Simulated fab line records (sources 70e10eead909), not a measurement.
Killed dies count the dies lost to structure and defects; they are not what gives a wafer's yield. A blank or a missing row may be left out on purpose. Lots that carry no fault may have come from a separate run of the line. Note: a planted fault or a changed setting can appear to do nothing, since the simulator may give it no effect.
fab line records	flow nand-harc	part 1 of 2: steps 1 to 30 of 38
record lots=5	wafers=15	last-day=24
route steps=1159 shown THIN_TSV@1120 END@1158
lots that met no fault: from a run of the same line without faults
start-h: start of the lot's first displayed wafer, in hours after the record's first day	wait-h: hours since the lot's step before	" the same as in the row above	L1.1+2: one row covering several wafers at once	- either no value or no given start	* or withheld: withheld	< > ~ a bound
route shown NAME@n: a module of which the file shows steps, and the number in the route of the first	usual: average and standard deviation across the fault-free wafers	same: alike in all rows	chamber/n: place in a boat	sites: the reading at each site	_std_site: how widely they spread, as a standard deviation	_edge_site: the outer-site mean with the inner-site mean subtracted	radius-mm: for every site, how far away it sits from the centre of the wafer	mask NAME#n: copy n	behind: the most recent tool/chamber to have shaped the wafer	hold: what put the lot on hold/how long, in hours/how the hold closed	device: whichever transistor did not switch (one of n, p or np)	end of line: the route-end tests of the same wafers	step lacking rows: just its recipe	killed: the dies lost at the first sort to structure and to defects; this is not the yield of the wafer	map: the dies of a wafer, with x for killed, . for not killed, _ for no die there
set.NAME: the setting as run; set.NAME@STEP: as run at that earlier step	model.NAME: the simulator's own value behind a step, which no gauge read
lots at selected steps of the route; one table per step, one row per wafer
services: a tool's chamber out of use, with start hour (start-h, from the record's first day; less than 0 if before it), hours out, and reason
## steps
# step NHARC_THIN_TSV_ETCH_15
# recipe target-depth-a=30000	bosch-target-overetch-cycles=2	bosch-etch-step-s=2.8	bosch-dep-step-s=1.2	bosch-cycles=14
# usual drypump-motor-current-A=5.8/0.46
# same bosch-cycles=14	bosch-etch-step-s=2.8
lot.wafer	tool	chamber	start-h	wait-h	drypump-motor-current-A	rf-hours-counter-h
L074.3	rie-si-02	1	442.31	-	6.4	0.3
L074.1	"	2	"	"	5.7	0.3
L074.2	"	0	"	"	4.9	0.4
L083.2	rie-si-02	2	494.48	-	5.7	0.8
L083.1	"	3	"	"	5.7	0.8
L083.3	"	0	"	"	4.9	0.8
L085.1	rie-si-03	1	495.54	-	6.2	1.2
L085.3	"	2	"	"	6.4	1.6
L085.5	"	1	"	"	6.2	-
L092.3	rie-si-02	0	532.37	-	4.9	1.1
L092.4	"	3	"	"	5.7	1.2
L092.6	"	0	"	"	4.9	-
L094.3	rie-si-02	0	553.72	-	4.9	1.2
L094.5	"	1	"	"	6.4	-
L094.6	"	2	"	"	5.7	-
# step NHARC_THIN_TSV_CD_MEAS_16
# usual cd-nm=999.7/2
lot.wafer	tool	chamber	start-h	wait-h	cd-nm
L074.1	cd-sem-03	-	442.46	0.1	1001.2
L074.2	"	-	"	"	998.8
L074.3	"	-	"	"	1001.7
L083.1	cd-sem-03	-	494.62	0.1	998.5
L083.2	"	-	"	"	1001.7
L083.3	"	-	"	"	998.9
L085.1	cd-sem-01	-	495.69	0.1	997.4
L085.3	"	-	"	"	994.1
L085.5	"	-	"	"	998.0
L092.3	cd-sem-03	-	532.52	0.1	999.1
L092.4	"	-	"	"	1000.9
L092.6	"	-	"	"	996.5
L094.3	cd-sem-03	-	553.84	0.1	997.0
L094.5	"	-	"	"	1000.7
L094.6	"	-	"	"	997.9
# step NHARC_THIN_TSV_STRIP_45
# recipe power-w=1500	temp-c=250	chemistry=O2
# usual drypump-motor-current-A=5.5/0.44	heater-power-w=320/52
lot.wafer	tool	chamber	start-h	wait-h	drypump-motor-current-A	heater-power-w	rf-hours-counter-h
L074.2	plasma-asher-01	1	443.05	0.6	4.9	260	56
L074.1	"	0	"	"	5.9	374	56
L074.3	"	1	"	"	4.9	267	-
L083.1	plasma-asher-01	0	494.69	0.1	5.9	393	11
L083.2	"	1	"	"	4.9	266	11
L083.3	"	0	"	"	5.9	383	-
L085.1	plasma-asher-02	1	495.86	0.2	5.6	324	44
L085.3	"	0	"	"	5.9	301	-
L085.5	"	0	"	"	6.0	307	-
L092.4	plasma-asher-01	0	532.68	0.2	5.9	383	-
L092.3	"	1	"	"	5.0	258	-
L092.6	"	0	"	"	5.9	388	-
L094.3	plasma-asher-01	1	554.05	0.2	5.0	258	-
L094.5	"	0	"	"	5.9	385	-
L094.6	"	1	"	"	4.9	262	-
# step NHARC_THIN_TSV_STRIP_46
# recipe time-s=1200	temp-c=72.5	chemistry=post-etch-residue-remover
lot.wafer	tool	chamber	start-h	wait-h
L074.2+3+1	wet-bench-08	5,7,0	443.42	0.3
L083.3+2+1	wet-bench-10	1,3,5	495.06	0.2
L085.1+5+3	wet-bench-10	7,1,4	496.16	0.3
L092.4+6+3	wet-bench-08	6,7,1	532.94	0.2
L094.3+6+5	wet-bench-10	6,0,1	554.25	0.2
# step NHARC_THIN_TSV_DEP_47
# recipe target-thk-a=2000	temp-c=withheld	pressure-torr=6.5	rf-w=900	teos-flow-sccm=161.4	flow-sccm=2650	target-thk-nm=200	gas=O2	material=SiO2
# usual chamber-pressure-Torr=6.498/0.014	throttle-valve-pct=15.8/0.45
lot.wafer	tool	chamber	start-h	wait-h	chamber-pressure-Torr	throttle-valve-pct
L074.1	pecvd-02	0	443.85	-	6.512	15.4
L074.2	"	1	"	"	6.500	15.8
L074.3	"	2	"	"	6.526	15.4
L083.2	pecvd-01	0	495.50	-	6.471	16.2
L083.3	"	1	"	"	6.524	16.6
L083.1	"	2	"	"	6.477	15.8
L085.3	pecvd-02	1	496.65	-	6.504	15.7
L085.1	"	2	"	"	6.464	15.5
L085.5	"	2	"	"	6.484	15.4
L092.3	pecvd-03	2	533.48	-	6.483	15.1
L092.6	"	1	"	"	6.524	15.3
L092.4	"	2	"	"	6.499	15.3
L094.3	pecvd-02	2	554.71	-	6.517	16.0
L094.6	"	2	"	"	6.512	16.1
L094.5	"	0	"	"	6.525	15.8
# step NHARC_THIN_TSV_ETCHBACK_48
# recipe target-depth-a=10285	over-etch-frac=0.3	time-s=405.17	ion-energy-ev=250	c4f8-flow-sccm=withheld	ar-flow-sccm=withheld	rf-w=600	bias-w=300	chemistry=C4F8/Ar
# usual oes-product-au=0.96/0.033	rf-vpp-V=546/3.4
lot.wafer	tool	chamber	start-h	wait-h	oes-product-au	rf-hours-counter-h	rf-vpp-V
L074.2	rie-diel-05	1	444.25	-	0.92	7	542
L074.1	"	2	"	"	0.93	8	554
L074.3	"	0	"	"	0.96	5	543
L083.1	rie-diel-04	1	495.90	-	1.00	2	544
L083.3	"	2	"	"	1.00	2	549
L083.2	"	3	"	"	1.02	3	542
L085.1	rie-diel-05	0	497.01	-	0.91	10	542
L085.3	"	0	"	"	0.91	-	542
L085.5	"	3	"	"	0.93	-	549
L092.4	rie-diel-12	3	533.82	-	0.91	11	551
L092.3	"	0	"	"	0.92	10	549
L092.6	"	3	"	"	0.91	-	549
L094.3	rie-diel-12	0	555.10	-	0.93	11	548
L094.5	"	0	"	"	0.93	-	549
L094.6	"	1	"	"	0.92	-	548
# step NHARC_THIN_TSV_STRIP_62
# recipe power-w=1500	temp-c=250	time-s=20	chemistry=N2/H2
# usual drypump-motor-current-A=5.6/0.41	heater-power-w=319/45
lot.wafer	tool	chamber	start-h	wait-h	drypump-motor-current-A	heater-power-w	rf-hours-counter-h
L074.1	plasma-asher-01	1	444.61	-	4.9	265	57
L074.2	"	0	"	"	5.9	376	57
L074.3	"	0	"	"	5.9	371	-
L083.2	plasma-asher-02	0	496.26	-	6.0	309	44
L083.1	"	1	"	"	5.6	326	44
L083.3	"	1	"	"	5.6	322	-
L085.1	plasma-asher-02	0	497.61	0.5	6.0	299	44
L085.3	"	0	"	"	6.0	294	-
L085.5	"	1	"	"	5.6	327	-
L092.4	plasma-asher-01	1	534.92	-	4.9	260	-
L092.3	"	0	"	"	5.9	376	-
L092.6	"	1	"	"	4.9	259	-
L094.3	plasma-asher-01	1	555.53	-	4.9	262	-
L094.5	"	0	"	"	5.9	380	-
L094.6	"	1	"	"	4.9	263	-
# step NHARC_THIN_TSV_DEGAS_49
# recipe temp-c=300	time-s=120
# usual heater-power-w=448/50
lot.wafer	tool	chamber	start-h	wait-h	heater-power-w
L074.2	pvd-sputter-01	-	444.78	0.1	459
L074.3	"	-	"	"	375
L074.1	"	-	"	"	420
L083.3	pvd-sputter-01	-	496.43	0.1	407
L083.1	"	-	"	"	452
L083.2	"	-	"	"	421
L085.3	pvd-sputter-01	-	497.76	0.1	429
L085.1	"	-	"	"	378
L085.5	"	-	"	"	455
L092.4	pvd-sputter-01	-	535.08	0.1	377
L092.3	"	-	"	"	441
L092.6	"	-	"	"	465
L094.3	pvd-sputter-02	-	555.64	0.1	433
L094.6	"	-	"	"	536
L094.5	"	-	"	"	444
# step NHARC_THIN_TSV_PRE_CLEAN_50
# recipe time-s=30	temp-c=280	gas=H2/He
# usual heater-power-w=395/45
lot.wafer	tool	chamber	start-h	wait-h	heater-power-w
L074.3	pvd-sputter-01	-	-	-	379
L074.1	"	-	"	"	362
L074.2	"	-	"	"	331
L083.3	pvd-sputter-01	-	-	-	411
L083.2	"	-	"	"	337
L083.1	"	-	"	"	377
L085.3	pvd-sputter-01	-	-	-	331
L085.1	"	-	"	"	373
L085.5	"	-	"	"	379
L092.3	pvd-sputter-01	-	-	-	412
L092.4	"	-	"	"	336
L092.6	"	-	"	"	398
L094.3	pvd-sputter-02	-	-	-	413
L094.6	"	-	"	"	418
L094.5	"	-	"	"	493
# step NHARC_THIN_TSV_PVD_19
# recipe target-thk-a=200	chamber-pressure-pa=5	material=TaN
# usual throttle-valve-pct=30.1/1
lot.wafer	tool	chamber	start-h	wait-h	throttle-valve-pct
L074.3	pvd-sputter-01	-	-	-	32.6
L074.2	"	-	"	"	30.0
L074.1	"	-	"	"	29.9
L083.1	pvd-sputter-01	-	-	-	29.9
L083.3	"	-	"	"	32.8
L083.2	"	-	"	"	30.0
L085.3	pvd-sputter-01	-	-	-	29.9
L085.1	"	-	"	"	32.6
L085.5	"	-	"	"	30.0
L092.3	pvd-sputter-01	-	-	-	28.9
L092.4	"	-	"	"	32.4
L092.6	"	-	"	"	27.7
L094.3	pvd-sputter-02	-	-	-	29.7
L094.6	"	-	"	"	29.0
L094.5	"	-	"	"	29.4
# step NHARC_THIN_TSV_PVD_51
# recipe target-thk-a=1000	chamber-pressure-pa=5	material=Cu
# usual throttle-valve-pct=30.1/1
lot.wafer	tool	chamber	start-h	wait-h	throttle-valve-pct
L074.3	pvd-sputter-01	-	-	-	29.8
L074.2	"	-	"	"	32.5
L074.1	"	-	"	"	30.0
L083.1	pvd-sputter-01	-	-	-	32.4
L083.2	"	-	"	"	30.0
L083.3	"	-	"	"	30.8
L085.1	pvd-sputter-01	-	-	-	30.1
L085.3	"	-	"	"	30.1
L085.5	"	-	"	"	30.2
L092.3	pvd-sputter-01	-	-	-	29.1
L092.4	"	-	"	"	32.3
L092.6	"	-	"	"	29.0
L094.3	pvd-sputter-02	-	-	-	30.5
L094.5	"	-	"	"	30.3
L094.6	"	-	"	"	30.4
# step NHARC_THIN_TSV_ECD_20
# recipe target-thk-a=20000	material=Cu
lot.wafer	tool	chamber	start-h	wait-h
L074.2+1+3	ecd-cu-01	0,1,1	445.24	-
L083.1+2+3	ecd-cu-01	0,1,0	496.89	-
L085.1+3+5	ecd-cu-02	1,1,0	498.31	-
L092.4+3+6	ecd-cu-01	1,0,1	535.71	-
L094.3+6+5	ecd-cu-02	0,0,1	556.30	-
# step NHARC_THIN_TSV_ANNEAL_52
# recipe temp-c=225	time-s=90
# usual anneal-temp-c=224.99/0.19	wafer_temp_C_max=226.2/0.59
lot.wafer	tool	chamber	start-h	wait-h	anneal-temp-c	wafer_temp_C_max
L074.1	rtp-anneal-01	0	445.97	0.5	225.04	225.5
L074.2	"	0	"	"	224.72	225.6
L074.3	"	0	"	"	224.86	225.8
L083.1	rtp-anneal-02	0	497.75	0.8	225.51	226.2
L083.2	"	0	"	"	225.07	226.3
L083.3	"	0	"	"	225.06	226.9
L085.1	rtp-anneal-02	0	498.97	0.6	225.13	226.4
L085.3	"	0	"	"	225.06	226.4
L085.5	"	0	"	"	225.11	226.5
L092.3	rtp-anneal-01	0	536.35	0.4	224.89	225.9
L092.4	"	0	"	"	224.64	225.8
L092.6	"	0	"	"	224.98	225.8
L094.3	rtp-anneal-01	0	556.93	0.5	225.37	225.6
L094.5	"	0	"	"	225.23	225.9
L094.6	"	0	"	"	225.39	225.7
# step NHARC_THIN_TSV_CMP_21
# recipe t-overpolish-s=30	target-thk-nm=2000
# usual motor-current-A=12.3/1.2	overpolish-run-s=30.000/0.0084
lot.wafer	tool	chamber	start-h	wait-h	motor-current-A	overpolish-run-s
L074.2	cmp-04	1	446.35	-	13.9	29.990
L074.3	"	2	"	"	12.4	29.995
L074.1	"	3	"	"	13.5	30.002
L083.1	cmp-01	3	498.13	-	10.9	30.000
L083.2	"	0	"	"	13.7	30.014
L083.3	"	1	"	"	11.6	29.990
L085.1	cmp-02	3	499.35	-	12.6	29.990
L085.3	"	0	"	"	13.5	29.997
L085.5	"	3	"	"	11.6	29.999
L092.4	cmp-04	3	536.59	-	14.1	29.986
L092.3	"	2	"	"	12.2	30.000
L092.6	"	0	"	"	11.8	30.010
L094.3	cmp-01	0	557.21	-	13.8	29.992
L094.6	"	3	"	"	10.8	29.994
L094.5	"	0	"	"	14.7	30.010
# step NHARC_THIN_TSV_SRD_23
lot.wafer	tool	chamber	start-h	wait-h
L074.1+2+3	wet-bench-10	3,4,5	446.69	0.0
L083.3+1+2	wet-bench-08	2,4,7	498.46	0.0
L085.5+1+3	wet-bench-10	4,6,7	499.69	0.0
L092.6+3+4	wet-bench-08	4,6,0	536.96	0.0
L094.5+6+3	wet-bench-10	6,7,1	557.55	0.0
# step NHARC_THIN_TSV_DEGAS_53
# recipe temp-c=300	time-s=60
# usual heater-power-w=456/51
lot.wafer	tool	chamber	start-h	wait-h	heater-power-w
L074.2	pvd-sputter-02	-	446.79	0.1	426
L074.3	"	-	"	"	494
L074.1	"	-	"	"	463
L083.1	pvd-sputter-02	-	498.55	0.1	545
L083.3	"	-	"	"	437
L083.2	"	-	"	"	491
L085.3	pvd-sputter-03	-	499.79	0.1	461
L085.1	"	-	"	"	406
L085.5	"	-	"	"	469
L092.3	pvd-sputter-01	-	537.05	0.1	439
L092.4	"	-	"	"	378
L092.6	"	-	"	"	390
L094.3	pvd-sputter-03	-	557.67	0.1	402
L094.5	"	-	"	"	503
L094.6	"	-	"	"	485
# step NHARC_THIN_TSV_PRE_CLEAN_54
# recipe time-s=30	temp-c=280	gas=H2/He
# usual heater-power-w=404/47
lot.wafer	tool	chamber	start-h	wait-h	heater-power-w
L074.3	pvd-sputter-02	-	446.85	0.0	402
L074.2	"	-	"	"	493
L074.1	"	-	"	"	377
L083.1	pvd-sputter-02	-	498.63	0.1	412
L083.2	"	-	"	"	379
L083.3	"	-	"	"	439
L085.3	pvd-sputter-03	-	499.85	0.1	352
L085.1	"	-	"	"	342
L085.5	"	-	"	"	441
L092.3	pvd-sputter-01	-	537.14	0.1	380
L092.4	"	-	"	"	408
L092.6	"	-	"	"	383
L094.3	pvd-sputter-03	-	557.75	0.1	450
L094.6	"	-	"	"	452
L094.5	"	-	"	"	404
# step NHARC_THIN_TSV_PVD_55
# recipe target-thk-a=500	material=TiN
lot.wafer	tool	chamber	start-h	wait-h
L074.3+2+1	pvd-sputter-02	-	446.93	0.1
L083.1+2+3	pvd-sputter-02	-	498.73	0.1
L085.1+3+5	pvd-sputter-03	-	499.95	0.1
L092.4+3+6	pvd-sputter-01	-	537.20	0.0
L094.3+5+6	pvd-sputter-03	-	557.92	0.2
# step NHARC_THIN_TSV_PVD_24
# recipe target-thk-a=8000	power-w=withheld	chamber-pressure-pa=withheld	substrate-temp-c=withheld	time-s=withheld	gas=Ar	material=Al
lot.wafer	tool	chamber	start-h	wait-h
L074.3+1+2	pvd-sputter-02	-	447.08	0.1
L083.2+1+3	pvd-sputter-02	-	498.86	0.1
L085.3+1+5	pvd-sputter-03	-	500.08	0.1
L092.4+3+6	pvd-sputter-01	-	537.41	0.2
L094.3+5+6	pvd-sputter-03	-	558.13	0.2
# step NHARC_THIN_TSV_DEHYDRATE_25
# recipe temp-c=150	time-s=120
lot.wafer	tool	chamber	start-h	wait-h
L074.1+2+3	litho-track-07	0	447.51	-
L083.1+2+3	litho-track-03	0	499.27	-
L085.1+3+5	litho-track-02	0	500.50	-
L092.3+4+6	litho-track-07	0	537.78	-
L094.3+5+6	litho-track-03	0	558.49	-
# step NHARC_THIN_TSV_HMDS_26
# recipe time-s=30
lot.wafer	tool	chamber	start-h	wait-h
L074.1+2+3	litho-track-07	0	-	-
L083.1+2+3	litho-track-03	0	-	-
L085.1+3+5	litho-track-02	0	-	-
L092.3+4+6	litho-track-07	0	-	-
L094.3+5+6	litho-track-03	0	-	-
# step NHARC_THIN_TSV_COAT_27
# recipe spin-rpm=*
# usual spin-speed-rpm=*
lot.wafer	tool	chamber	start-h	wait-h	spin-speed-rpm
L074.1	litho-track-07	0	-	-	*
L074.2	"	0	"	"	*
L074.3	"	0	"	"	*
L083.1	litho-track-03	0	-	-	*
L083.2	"	0	"	"	*
L083.3	"	0	"	"	*
L085.1	litho-track-02	0	-	-	*
L085.3	"	0	"	"	*
L085.5	"	0	"	"	*
L092.3	litho-track-07	0	-	-	*
L092.4	"	0	"	"	*
L092.6	"	0	"	"	*
L094.3	litho-track-03	0	-	-	*
L094.5	"	0	"	"	*
L094.6	"	0	"	"	*
# step NHARC_THIN_TSV_SOFTBAKE_28
# recipe temp-c=122	time-s=95
lot.wafer	tool	chamber	start-h	wait-h
L074.1+2+3	litho-track-07	0	-	-
L083.1+2+3	litho-track-03	0	-	-
L085.1+3+5	litho-track-02	0	-	-
L092.3+4+6	litho-track-07	0	-	-
L094.3+5+6	litho-track-03	0	-	-
# step NHARC_THIN_TSV_EBR_29
lot.wafer	tool	chamber	start-h	wait-h
L074.1+2+3	litho-track-07	0	-	-
L083.1+2+3	litho-track-03	0	-	-
L085.1+3+5	litho-track-02	0	-	-
L092.3+4+6	litho-track-07	0	-	-
L094.3+5+6	litho-track-03	0	-	-
# step NHARC_THIN_TSV_EXPOSE_30
# recipe na=0.55	dose-mj=11.47	mask-id=PAD
lot.wafer	tool	chamber	start-h	wait-h	mask
L074.1+2+3	krf-scanner-03	0	447.78	-	PAD#0
L083.1+2+3	krf-scanner-04	0	499.54	-	PAD#0
L085.1+3+5	krf-scanner-04	0	500.64	-	PAD#0
L092.3+4+6	krf-scanner-04	0	538.06	-	PAD#0
L094.3+5+6	krf-scanner-03	0	558.78	-	PAD#0
# step NHARC_THIN_TSV_PEB_31
# recipe peb-temp-c=118	peb-time-s=85
lot.wafer	tool	chamber	start-h	wait-h
L074.1+2+3	litho-track-03	0	447.85	0.1
L083.1+2+3	litho-track-03	0	499.61	0.1
L085.1+3+5	litho-track-03	0	500.71	0.1
L092.3+4+6	litho-track-03	0	538.12	0.1
L094.3+5+6	litho-track-03	0	558.84	0.1
# step NHARC_THIN_TSV_DEVELOP_32
# recipe time-s=70
lot.wafer	tool	chamber	start-h	wait-h
L074.1+2+3	litho-track-03	0	-	-
L083.1+2+3	litho-track-03	0	-	-
L085.1+3+5	litho-track-03	0	-	-
L092.3+4+6	litho-track-03	0	-	-
L094.3+5+6	litho-track-03	0	-	-
# step NHARC_THIN_TSV_CD_MEAS_33
# recipe target-cd-nm=5000	landing-energy-ev=500
# usual cd-nm=5000.3/2.1
lot.wafer	tool	chamber	start-h	wait-h	cd-nm
L074.1	cd-sem-03	0	447.94	-	5005.6
L074.2	"	0	"	"	5001.8
L074.3	"	0	"	"	5001.1
L083.1	cd-sem-01	0	499.70	-	5004.0
L083.2	"	0	"	"	5001.2
L083.3	"	0	"	"	4998.4
L085.1	cd-sem-01	0	500.80	-	5001.4
L085.3	"	0	"	"	5001.4
L085.5	"	0	"	"	5002.4
L092.3	cd-sem-03	0	538.21	-	5004.1
L092.4	"	0	"	"	4999.8
L092.6	"	0	"	"	4999.6
L094.3	cd-sem-03	0	558.93	-	4998.6
L094.5	"	0	"	"	4999.7
L094.6	"	0	"	"	5003.2
# step NHARC_THIN_TSV_HARDBAKE_34
# recipe temp-c=125	time-s=80
lot.wafer	tool	chamber	start-h	wait-h
L074.1+2+3	litho-track-07	0	448.02	-
L083.1+2+3	litho-track-07	0	499.78	-
L085.1+3+5	litho-track-07	0	500.88	-
L092.3+4+6	litho-track-02	0	538.29	-
L094.3+5+6	litho-track-07	0	559.01	-
# step NHARC_THIN_TSV_DESCUM_35
# recipe time-s=3	o2-flow-sccm=200	ar-flow-sccm=0	bias-power-w=0	chemistry=O2
# usual drypump-motor-current-A=5.6/0.56	o2-flow-sccm=200.0/0.63	oes-product-au=0.999/0.011	rf-vpp-V=57.6/0.94	showerhead-plenum-p-Torr=1.90/0.09	throttle-valve-pct=11.310/0.0093
lot.wafer	tool	chamber	start-h	wait-h	drypump-motor-current-A	o2-flow-sccm	oes-product-au	rf-hours-counter-h	rf-vpp-V	showerhead-plenum-p-Torr	throttle-valve-pct
L074.1	rie-diel-05	3	448.12	-	5.2	201.2	1.005	6	58.2	1.98	11.315
L074.3	"	0	"	"	4.9	198.7	0.980	5	56.5	1.79	11.292
L074.2	"	1	"	"	4.7	200.3	1.007	8	56.7	1.79	11.308
L083.1	rie-diel-04	1	499.86	-	5.5	199.7	0.995	3	55.2	1.81	11.316
L083.2	"	3	"	"	6.7	200.5	1.005	4	56.6	1.81	11.313
L083.3	"	0	"	"	5.9	199.2	0.978	3	56.4	1.83	11.312
L085.3	rie-diel-12	2	500.98	-	5.8	200.3	0.998	8	57.2	1.81	11.299
L085.1	"	3	"	"	6.1	200.0	0.994	8	57.5	1.98	11.300
L085.5	"	2	"	"	5.8	199.2	0.994	-	58.0	1.81	11.315
L092.4	rie-diel-12	0	538.37	-	5.8	200.9	1.016	10	57.3	1.96	11.308
L092.3	"	3	"	"	6.1	200.5	0.978	11	59.1	1.98	11.314
L092.6	"	1	"	"	6.5	199.8	0.988	-	59.4	1.91	11.313
L094.3	rie-diel-04	1	559.09	-	5.6	199.0	0.995	9	57.1	1.81	11.302
L094.5	"	1	"	"	5.6	199.1	0.999	-	56.9	1.81	11.319
L094.6	"	2	"	"	5.4	200.4	1.003	-	58.8	1.95	11.323
